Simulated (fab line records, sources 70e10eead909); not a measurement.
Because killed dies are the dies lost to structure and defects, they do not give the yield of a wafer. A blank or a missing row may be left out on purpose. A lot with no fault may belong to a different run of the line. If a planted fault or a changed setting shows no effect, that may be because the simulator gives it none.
fab line records	flow nand_harc	part 1 of 2: steps 1 to 26 of 40
record: lots: 5	wafers: 15	last_day: 31
route steps=1302 shown P_ZERO_WELL@36 P_STI@69
lots with no fault: from the same line, run without faults
start_h: hours from the record's opening day to when the first of the lot's shown wafers began	wait_h: hours elapsed since this lot's preceding step	" unchanged from the row above	L1.1+2: a single row standing in for several wafers	- no value, or no start was given	* or withheld: withheld	< > ~ a bound
route shown NAME@n: names a module that has steps shown in the file, with the first one's number in the route	usual: mean and standard deviation over wafers with no fault	same: alike in all rows	chamber/n: place in a boat	sites: readings site by site	_std_site: the standard deviation of these	_edge_site: the outer-site mean with the inner-site mean subtracted	radius_mm: for every site, how far away it sits from the centre of the wafer	mask NAME#n: copy n	behind: the last tool/chamber to shape the wafer	hold: the reason the lot was held/the length of the hold in hours/how it ended	device: names the non-switching transistor (n, p or np)	end of line: the tests these same wafers got at the end of their route	a step with no rows: only its recipe	killed: not the wafer's yield, but the dies lost to structure and defects at the first sort	map: shows each die of a wafer: x if killed, . if not, _ if none is there
set.NAME: setting as actually run; set.NAME@STEP: the setting as run at that earlier step	model.NAME: the simulator's own value behind a step, which no gauge read
lots at some steps of the route; a table a step, a row a wafer
services: a tool's chamber out of use, with start hour (start_h, from the record's first day; less than 0 if before it), hours out, and reason
== steps ==
step: NHARC_P_ZERO_WELL_DEHYDRATE_29
recipe: temp_c: 150	time_s: 120
usual: exhaust_pa: 44.9/0.93
lot.wafer	tool	chamber	start_h	wait_h	exhaust_pa
L074.1	litho_track-02	0	23.80	-	43.7
L074.2	"	0	"	"	44.7
L074.3	"	0	"	"	43.8
L076.1	litho_track-05	0	43.78	-	44.7
L076.3	"	0	"	"	45.1
L076.6	"	0	"	"	45.2
L078.2	litho_track-02	0	63.69	-	44.6
L078.5	"	0	"	"	45.0
L078.6	"	0	"	"	44.2
L079.3	litho_track-05	0	73.67	-	43.3
L079.5	"	0	"	"	43.5
L079.6	"	0	"	"	45.3
L092.1	litho_track-02	0	203.79	-	44.7
L092.3	"	0	"	"	44.3
L092.5	"	0	"	"	45.2
step: NHARC_P_ZERO_WELL_HMDS_30
recipe: time_s: 30
usual: exhaust_pa: 45.2/0.85
lot.wafer	tool	chamber	start_h	wait_h	exhaust_pa
L074.1	litho_track-02	0	-	-	44.3
L074.2	"	0	"	"	46.4
L074.3	"	0	"	"	46.6
L076.1	litho_track-05	0	-	-	44.2
L076.3	"	0	"	"	44.6
L076.6	"	0	"	"	44.0
L078.2	litho_track-02	0	-	-	46.0
L078.5	"	0	"	"	45.7
L078.6	"	0	"	"	44.7
L079.3	litho_track-05	0	-	-	45.4
L079.5	"	0	"	"	45.7
L079.6	"	0	"	"	43.3
L092.1	litho_track-02	0	-	-	45.8
L092.3	"	0	"	"	46.0
L092.5	"	0	"	"	44.3
step: NHARC_P_ZERO_WELL_COAT_31
recipe: spin_rpm: withheld
usual: exhaust_pa: 45.1/0.95
lot.wafer	tool	chamber	start_h	wait_h	exhaust_pa
L074.1	litho_track-02	0	-	-	45.2
L074.2	"	0	"	"	47.5
L074.3	"	0	"	"	45.3
L076.1	litho_track-05	0	-	-	45.2
L076.3	"	0	"	"	44.6
L076.6	"	0	"	"	45.0
L078.2	litho_track-02	0	-	-	45.3
L078.5	"	0	"	"	44.8
L078.6	"	0	"	"	45.5
L079.3	litho_track-05	0	-	-	45.8
L079.5	"	0	"	"	44.1
L079.6	"	0	"	"	43.7
L092.1	litho_track-02	0	-	-	44.8
L092.3	"	0	"	"	45.6
L092.5	"	0	"	"	46.6
step: NHARC_P_ZERO_WELL_SOFTBAKE_32
recipe: temp_c: 122	time_s: 95
usual: exhaust_pa: 44.9/1
lot.wafer	tool	chamber	start_h	wait_h	exhaust_pa
L074.1	litho_track-02	0	-	-	45.0
L074.2	"	0	"	"	45.2
L074.3	"	0	"	"	44.8
L076.1	litho_track-05	0	-	-	45.4
L076.3	"	0	"	"	45.1
L076.6	"	0	"	"	45.3
L078.2	litho_track-02	0	-	-	44.6
L078.5	"	0	"	"	44.5
L078.6	"	0	"	"	44.5
L079.3	litho_track-05	0	-	-	45.1
L079.5	"	0	"	"	46.1
L079.6	"	0	"	"	43.8
L092.1	litho_track-02	0	-	-	45.0
L092.3	"	0	"	"	45.8
L092.5	"	0	"	"	45.2
step: NHARC_P_ZERO_WELL_EBR_33
usual: exhaust_pa: 45.2/0.79
lot.wafer	tool	chamber	start_h	wait_h	exhaust_pa
L074.1	litho_track-02	0	-	-	44.6
L074.2	"	0	"	"	44.9
L074.3	"	0	"	"	47.6
L076.1	litho_track-05	0	-	-	45.2
L076.3	"	0	"	"	46.4
L076.6	"	0	"	"	45.9
L078.2	litho_track-02	0	-	-	45.3
L078.5	"	0	"	"	45.5
L078.6	"	0	"	"	45.3
L079.3	litho_track-05	0	-	-	46.2
L079.5	"	0	"	"	45.6
L079.6	"	0	"	"	44.3
L092.1	litho_track-02	0	-	-	44.5
L092.3	"	0	"	"	44.7
L092.5	"	0	"	"	45.9
step: NHARC_P_ZERO_WELL_EXPOSE_34
recipe: na: 0.6	target_cd_nm: 720	dose_mj: 22.31	mask_id: P_PWELL
lot.wafer	tool	chamber	start_h	wait_h	mask
L074.1+2+3	krf_scanner-03	0	23.94	-	P_PWELL#0
L076.1+3+6	krf_scanner-04	0	44.04	-	P_PWELL#0
L078.2+5+6	krf_scanner-02	0	63.84	-	P_PWELL#0
L079.3+5+6	krf_scanner-03	0	73.95	-	P_PWELL#0
L092.1+3+5	krf_scanner-02	0	204.06	-	P_PWELL#0
step: NHARC_P_ZERO_WELL_PEB_35
recipe: peb_temp_c: 118	peb_time_s: 85
usual: exhaust_pa: 45.1/0.91
same: peb_time_s: 85
lot.wafer	tool	chamber	start_h	wait_h	exhaust_pa
L074.1	litho_track-03	0	24.01	0.1	45.5
L074.2	"	0	"	"	44.5
L074.3	"	0	"	"	46.6
L076.1	litho_track-05	0	44.11	0.1	46.0
L076.3	"	0	"	"	45.7
L076.6	"	0	"	"	45.4
L078.2	litho_track-03	0	63.91	0.1	43.9
L078.5	"	0	"	"	44.7
L078.6	"	0	"	"	44.5
L079.3	litho_track-05	0	74.01	0.1	45.9
L079.5	"	0	"	"	45.5
L079.6	"	0	"	"	45.4
L092.1	litho_track-02	0	204.13	0.1	44.5
L092.3	"	0	"	"	45.8
L092.5	"	0	"	"	43.7
step: NHARC_P_ZERO_WELL_DEVELOP_36
recipe: time_s: 70
usual: exhaust_pa: 45.3/0.91
lot.wafer	tool	chamber	start_h	wait_h	exhaust_pa
L074.1	litho_track-03	0	-	-	46.1
L074.2	"	0	"	"	46.3
L074.3	"	0	"	"	46.1
L076.1	litho_track-05	0	-	-	45.2
L076.3	"	0	"	"	45.6
L076.6	"	0	"	"	46.1
L078.2	litho_track-03	0	-	-	46.5
L078.5	"	0	"	"	45.9
L078.6	"	0	"	"	45.5
L079.3	litho_track-05	0	-	-	44.8
L079.5	"	0	"	"	45.8
L079.6	"	0	"	"	46.0
L092.1	litho_track-02	0	-	-	45.3
L092.3	"	0	"	"	45.9
L092.5	"	0	"	"	46.0
step: NHARC_P_ZERO_WELL_CD_MEAS_37
recipe: target_cd_nm: 720	landing_energy_ev: 500
usual: cd_nm: 719.7/1.2
lot.wafer	tool	chamber	start_h	wait_h	cd_nm
L074.1	cd_sem-01	0	24.10	-	719.1
L074.2	"	0	"	"	718.6
L074.3	"	0	"	"	719.0
L076.1	cd_sem-03	0	44.20	-	718.8
L076.3	"	0	"	"	719.1
L076.6	"	0	"	"	719.8
L078.2	cd_sem-01	0	64.00	-	717.7
L078.5	"	0	"	"	718.9
L078.6	"	0	"	"	721.3
L079.3	cd_sem-03	0	74.10	-	719.1
L079.5	"	0	"	"	721.4
L079.6	"	0	"	"	719.3
L092.1	cd_sem-01	0	204.22	-	722.2
L092.3	"	0	"	"	720.3
L092.5	"	0	"	"	719.6
step: NHARC_P_ZERO_WELL_HARDBAKE_38
recipe: temp_c: 125	time_s: 80
usual: exhaust_pa: 45.1/0.89
lot.wafer	tool	chamber	start_h	wait_h	exhaust_pa
L074.1	litho_track-03	0	24.18	-	44.7
L074.2	"	0	"	"	44.3
L074.3	"	0	"	"	44.7
L076.1	litho_track-05	0	44.28	-	45.3
L076.3	"	0	"	"	45.9
L076.6	"	0	"	"	46.4
L078.2	litho_track-05	0	64.08	-	45.2
L078.5	"	0	"	"	47.1
L078.6	"	0	"	"	45.5
L079.3	litho_track-05	0	74.18	-	46.3
L079.5	"	0	"	"	45.4
L079.6	"	0	"	"	46.4
L092.1	litho_track-03	0	204.30	-	46.3
L092.3	"	0	"	"	46.3
L092.5	"	0	"	"	45.5
step: NHARC_P_ZERO_WELL_DESCUM_39
recipe: time_s: 3	o2_flow_sccm: 200	ar_flow_sccm: 0	bias_power_w: 0	chemistry: O2
usual: drypump_motor_current_A: 5.7/0.47	oes_product_au: 1.003/0.0069	rf_vpp_V: 57.7/0.94	showerhead_plenum_p_Torr: 1.89/0.087	throttle_valve_pct: 11.311/0.0083
lot.wafer	tool	chamber	start_h	wait_h	drypump_motor_current_A	oes_product_au	rf_hours_counter_h	rf_vpp_V	showerhead_plenum_p_Torr	throttle_valve_pct
L074.3	rie_diel-06	0	24.26	-	5.2	1.011	20	57.8	1.84	11.306
L074.1	"	1	"	"	6.3	1.015	25	57.6	1.87	11.318
L074.2	"	3	"	"	5.7	1.017	19	57.2	1.84	11.323
L076.1	rie_diel-01	3	44.36	-	5.8	1.005	1	57.8	1.85	11.322
L076.3	"	1	"	"	5.4	1.003	1	57.9	1.95	11.312
L076.6	"	0	"	"	5.4	1.006	-	58.6	1.92	11.310
L078.2	rie_diel-06	2	64.15	-	6.1	1.002	41	57.6	2.06	11.320
L078.5	"	2	"	"	6.1	0.991	-	59.3	2.06	11.317
L078.6	"	3	"	"	5.6	1.004	-	58.4	1.83	11.325
L079.3	rie_diel-06	1	74.28	-	6.3	1.003	43	57.4	1.86	11.311
L079.5	"	3	"	"	5.7	1.006	-	57.2	1.83	11.306
L079.6	"	0	"	"	5.3	1.005	-	59.2	1.84	11.309
L092.3	rie_diel-09	0	204.38	-	6.0	1.010	7	58.3	1.81	11.325
L092.1	"	3	"	"	6.4	1.003	19	57.1	1.94	11.314
L092.5	"	1	"	"	4.7	1.003	-	58.4	1.95	11.303
step: NHARC_P_ZERO_WELL_IMPLANT_40
recipe: energy_kev: 300	dose_cm2: 1e+13	tilt_deg: 7
usual: end_station_pressure_torr: 5.11e-06/2.6e-07
lot.wafer	tool	chamber	start_h	wait_h	end_station_pressure_torr
L074.1	implanter-02	0	24.40	0.1	5.94e-06
L074.2	"	0	"	"	5.01e-06
L074.3	"	0	"	"	5.47e-06
L076.1	implanter-02	0	44.51	0.1	4.96e-06
L076.3	"	0	"	"	5.34e-06
L076.6	"	0	"	"	4.98e-06
L078.2	implanter-02	0	64.33	0.2	5.25e-06
L078.5	"	0	"	"	4.94e-06
L078.6	"	0	"	"	5.08e-06
L079.3	implanter-02	0	74.46	0.2	4.68e-06
L079.5	"	0	"	"	4.93e-06
L079.6	"	0	"	"	5.02e-06
L092.1	implanter-01	0	204.52	0.1	4.96e-06
L092.3	"	0	"	"	5.09e-06
L092.5	"	0	"	"	5.39e-06
step: NHARC_P_ZERO_WELL_IMPLANT_59
recipe: energy_kev: 120	dose_cm2: 5e+12	tilt_deg: 7
usual: end_station_pressure_torr: 5.06e-06/2.8e-07
lot.wafer	tool	chamber	start_h	wait_h	end_station_pressure_torr
L074.1	implanter-02	0	24.58	0.1	5.05e-06
L074.2	"	0	"	"	4.66e-06
L074.3	"	0	"	"	5.14e-06
L076.1	implanter-02	0	44.69	0.2	5.33e-06
L076.3	"	0	"	"	5.01e-06
L076.6	"	0	"	"	5.16e-06
L078.2	implanter-02	0	64.52	0.2	4.98e-06
L078.5	"	0	"	"	5.22e-06
L078.6	"	0	"	"	4.87e-06
L079.3	implanter-02	0	74.64	0.1	4.51e-06
L079.5	"	0	"	"	4.69e-06
L079.6	"	0	"	"	4.56e-06
L092.1	implanter-01	0	204.71	0.2	4.97e-06
L092.3	"	0	"	"	4.93e-06
L092.5	"	0	"	"	5.38e-06
step: NHARC_P_ZERO_WELL_IMPLANT_60
recipe: energy_kev: 30	dose_cm2: 2e+12	tilt_deg: 7
usual: end_station_pressure_torr: 5e-06/3.1e-07
lot.wafer	tool	chamber	start_h	wait_h	end_station_pressure_torr
L074.1	implanter-02	0	24.76	0.1	4.9e-06
L074.2	"	0	"	"	4.7e-06
L074.3	"	0	"	"	5.2e-06
L076.1	implanter-02	0	44.87	0.1	5.4e-06
L076.3	"	0	"	"	5.4e-06
L076.6	"	0	"	"	5.3e-06
L078.2	implanter-02	0	64.70	0.1	5e-06
L078.5	"	0	"	"	5.2e-06
L078.6	"	0	"	"	5e-06
L079.3	implanter-02	0	74.82	0.1	5.5e-06
L079.5	"	0	"	"	5.1e-06
L079.6	"	0	"	"	5.1e-06
L092.1	implanter-01	0	204.89	0.2	5.1e-06
L092.3	"	0	"	"	5e-06
L092.5	"	0	"	"	5.2e-06
step: NHARC_P_ZERO_WELL_STRIP_41
recipe: time_s: 840	temp_c: 130	chemistry: SPM
lot.wafer	tool	chamber	start_h	wait_h
L074.3+1+2	wet_bench-02	7,3,4	24.97	0.1
L076.3+6+1	wet_bench-02	7,3,4	45.08	0.1
L078.5+2+6	wet_bench-02	7,1,3	64.88	0.1
L079.6+5+3	wet_bench-07	1,3,5	74.98	0.0
L092.5+1+3	wet_bench-07	2,4,5	205.10	0.1
step: NHARC_P_ZERO_WELL_DEHYDRATE_44
recipe: temp_c: 150	time_s: 120
usual: exhaust_pa: 44.9/0.91
lot.wafer	tool	chamber	start_h	wait_h	exhaust_pa
L074.1	litho_track-05	0	25.35	-	45.8
L074.2	"	0	"	"	44.9
L074.3	"	0	"	"	46.5
L076.1	litho_track-03	0	45.41	-	44.8
L076.3	"	0	"	"	45.2
L076.6	"	0	"	"	45.7
L078.2	litho_track-02	0	65.21	-	46.4
L078.5	"	0	"	"	44.2
L078.6	"	0	"	"	44.7
L079.3	litho_track-03	0	75.31	-	45.3
L079.5	"	0	"	"	46.1
L079.6	"	0	"	"	45.5
L092.1	litho_track-05	0	205.44	-	44.5
L092.3	"	0	"	"	44.4
L092.5	"	0	"	"	44.9
step: NHARC_P_ZERO_WELL_HMDS_45
recipe: time_s: 30
usual: exhaust_pa: 45.2/0.96
lot.wafer	tool	chamber	start_h	wait_h	exhaust_pa
L074.1	litho_track-05	0	-	-	45.3
L074.2	"	0	"	"	44.9
L074.3	"	0	"	"	44.6
L076.1	litho_track-03	0	-	-	46.1
L076.3	"	0	"	"	46.3
L076.6	"	0	"	"	48.2
L078.2	litho_track-02	0	-	-	46.2
L078.5	"	0	"	"	46.3
L078.6	"	0	"	"	45.4
L079.3	litho_track-03	0	-	-	46.2
L079.5	"	0	"	"	45.6
L079.6	"	0	"	"	45.8
L092.1	litho_track-05	0	-	-	45.6
L092.3	"	0	"	"	43.9
L092.5	"	0	"	"	43.6
step: NHARC_P_ZERO_WELL_COAT_46
recipe: spin_rpm: withheld
usual: exhaust_pa: 45.1/0.92
lot.wafer	tool	chamber	start_h	wait_h	exhaust_pa
L074.1	litho_track-05	0	-	-	46.0
L074.2	"	0	"	"	46.1
L074.3	"	0	"	"	45.3
L076.1	litho_track-03	0	-	-	47.3
L076.3	"	0	"	"	46.4
L076.6	"	0	"	"	46.5
L078.2	litho_track-02	0	-	-	44.9
L078.5	"	0	"	"	45.1
L078.6	"	0	"	"	44.6
L079.3	litho_track-03	0	-	-	46.3
L079.5	"	0	"	"	45.6
L079.6	"	0	"	"	44.7
L092.1	litho_track-05	0	-	-	45.6
L092.3	"	0	"	"	45.6
L092.5	"	0	"	"	45.9
step: NHARC_P_ZERO_WELL_SOFTBAKE_47
recipe: temp_c: 122	time_s: 95
usual: exhaust_pa: 45.2/0.82
lot.wafer	tool	chamber	start_h	wait_h	exhaust_pa
L074.1	litho_track-05	0	-	-	45.3
L074.2	"	0	"	"	45.6
L074.3	"	0	"	"	44.8
L076.1	litho_track-03	0	-	-	45.5
L076.3	"	0	"	"	44.4
L076.6	"	0	"	"	44.8
L078.2	litho_track-02	0	-	-	44.7
L078.5	"	0	"	"	45.8
L078.6	"	0	"	"	45.3
L079.3	litho_track-03	0	-	-	44.1
L079.5	"	0	"	"	44.6
L079.6	"	0	"	"	45.2
L092.1	litho_track-05	0	-	-	46.0
L092.3	"	0	"	"	47.0
L092.5	"	0	"	"	45.3
step: NHARC_P_ZERO_WELL_EBR_48
usual: exhaust_pa: 44.9/0.95
lot.wafer	tool	chamber	start_h	wait_h	exhaust_pa
L074.1	litho_track-05	0	-	-	46.1
L074.2	"	0	"	"	45.6
L074.3	"	0	"	"	46.4
L076.1	litho_track-03	0	-	-	45.3
L076.3	"	0	"	"	45.6
L076.6	"	0	"	"	45.0
L078.2	litho_track-02	0	-	-	45.1
L078.5	"	0	"	"	44.8
L078.6	"	0	"	"	45.6
L079.3	litho_track-03	0	-	-	45.2
L079.5	"	0	"	"	45.1
L079.6	"	0	"	"	45.9
L092.1	litho_track-05	0	-	-	43.0
L092.3	"	0	"	"	43.6
L092.5	"	0	"	"	43.2
step: NHARC_P_ZERO_WELL_EXPOSE_49
recipe: na: 0.6	target_cd_nm: 2000	dose_mj: 22.64	mask_id: P_HVPW
lot.wafer	tool	chamber	start_h	wait_h	mask
L074.1+2+3	krf_scanner-02	0	25.62	-	P_HVPW#0
L076.1+3+6	krf_scanner-03	0	45.68	-	P_HVPW#0
L078.2+5+6	krf_scanner-04	0	65.49	-	P_HVPW#0
L079.3+5+6	krf_scanner-02	0	75.59	-	P_HVPW#0
L092.1+3+5	krf_scanner-03	0	205.58	-	P_HVPW#0
step: NHARC_P_ZERO_WELL_PEB_50
recipe: peb_temp_c: 118	peb_time_s: 85
usual: exhaust_pa: 44.8/0.9
same: peb_time_s: 85
lot.wafer	tool	chamber	start_h	wait_h	exhaust_pa
L074.1	litho_track-02	0	25.68	0.1	43.5
L074.2	"	0	"	"	43.5
L074.3	"	0	"	"	44.0
L076.1	litho_track-05	0	45.74	0.1	44.4
L076.3	"	0	"	"	44.2
L076.6	"	0	"	"	44.2
L078.2	litho_track-03	0	65.55	0.1	44.5
L078.5	"	0	"	"	43.1
L078.6	"	0	"	"	44.2
L079.3	litho_track-03	0	75.65	0.1	45.7
L079.5	"	0	"	"	44.4
L079.6	"	0	"	"	45.1
L092.1	litho_track-02	0	205.65	0.1	45.8
L092.3	"	0	"	"	45.4
L092.5	"	0	"	"	43.8
step: NHARC_P_ZERO_WELL_DEVELOP_51
recipe: time_s: 70
usual: exhaust_pa: 45.1/0.85
lot.wafer	tool	chamber	start_h	wait_h	exhaust_pa
L074.1	litho_track-02	0	-	-	44.8
L074.2	"	0	"	"	46.5
L074.3	"	0	"	"	45.5
L076.1	litho_track-05	0	-	-	45.6
L076.3	"	0	"	"	44.9
L076.6	"	0	"	"	44.4
L078.2	litho_track-03	0	-	-	45.0
L078.5	"	0	"	"	44.4
L078.6	"	0	"	"	43.4
L079.3	litho_track-03	0	-	-	45.7
L079.5	"	0	"	"	46.6
L079.6	"	0	"	"	45.7
L092.1	litho_track-02	0	-	-	46.9
L092.3	"	0	"	"	46.0
L092.5	"	0	"	"	46.2
step: NHARC_P_ZERO_WELL_CD_MEAS_52
recipe: target_cd_nm: 2000	landing_energy_ev: 500
usual: cd_nm: 2000.1/1.2
lot.wafer	tool	chamber	start_h	wait_h	cd_nm
L074.1	cd_sem-01	0	25.77	-	1999.2
L074.2	"	0	"	"	1998.7
L074.3	"	0	"	"	1997.7
L076.1	cd_sem-02	0	45.83	-	1999.1
L076.3	"	0	"	"	2000.3
L076.6	"	0	"	"	1999.9
L078.2	cd_sem-01	0	65.64	-	2000.5
L078.5	"	0	"	"	2000.1
L078.6	"	0	"	"	2001.8
L079.3	cd_sem-01	0	75.74	-	1999.6
L079.5	"	0	"	"	2001.0
L079.6	"	0	"	"	2000.2
L092.1	cd_sem-02	0	205.74	-	2001.4
L092.3	"	0	"	"	2000.0
L092.5	"	0	"	"	1998.9
step: NHARC_P_ZERO_WELL_HARDBAKE_53
recipe: temp_c: 125	time_s: 80
usual: exhaust_pa: 45.1/0.94
lot.wafer	tool	chamber	start_h	wait_h	exhaust_pa
L074.1	litho_track-03	0	25.85	-	44.2
L074.2	"	0	"	"	46.0
L074.3	"	0	"	"	46.2
L076.1	litho_track-02	0	45.91	-	45.9
L076.3	"	0	"	"	46.8
L076.6	"	0	"	"	45.7
L078.2	litho_track-02	0	65.72	-	46.5
L078.5	"	0	"	"	45.4
L078.6	"	0	"	"	45.3
L079.3	litho_track-05	0	75.82	-	43.8
L079.5	"	0	"	"	43.2
L079.6	"	0	"	"	44.5
L092.1	litho_track-02	0	205.82	-	45.7
L092.3	"	0	"	"	45.7
L092.5	"	0	"	"	45.4
step: NHARC_P_ZERO_WELL_DESCUM_54
recipe: time_s: 3	o2_flow_sccm: 200	ar_flow_sccm: 0	bias_power_w: 0	chemistry: O2
usual: drypump_motor_current_A: 5.8/0.57	oes_product_au: 0.999/0.0075	rf_vpp_V: 57.8/0.84	showerhead_plenum_p_Torr: 1.89/0.084	throttle_valve_pct: 11.311/0.009
lot.wafer	tool	chamber	start_h	wait_h	drypump_motor_current_A	oes_product_au	rf_hours_counter_h	rf_vpp_V	showerhead_plenum_p_Torr	throttle_valve_pct
L074.2	rie_diel-06	2	25.95	-	6.1	1.003	23	57.6	2.07	11.310
L074.1	"	3	"	"	5.7	1.006	19	58.4	1.84	11.303
L074.3	"	0	"	"	5.3	0.999	20	57.5	1.85	11.327
L076.3	rie_diel-09	2	45.99	-	6.2	1.003	16	58.5	1.79	11.319
L076.1	"	1	"	"	4.7	1.001	22	58.4	1.97	11.319
L076.6	"	3	"	"	6.5	0.981	-	57.6	1.96	11.318
L078.2	rie_diel-09	3	65.80	-	6.4	0.989	33	56.6	1.96	11.312
L078.5	"	3	"	"	6.4	0.992	-	58.2	1.96	11.309
L078.6	"	0	"	"	6.0	0.995	-	57.1	1.82	11.309
L079.3	rie_diel-06	1	75.92	-	6.3	0.994	43	58.1	1.86	11.303
L079.6	"	3	"	"	5.6	0.992	-	57.9	1.83	11.311
L079.5	"	0	"	"	5.2	0.997	-	58.4	1.84	11.329
L092.1	rie_diel-09	3	205.90	-	6.4	0.991	20	59.7	1.94	11.307
L092.3	"	2	"	"	6.1	0.989	13	58.3	1.78	11.299
L092.5	"	3	"	"	6.4	1.007	-	57.0	1.94	11.314
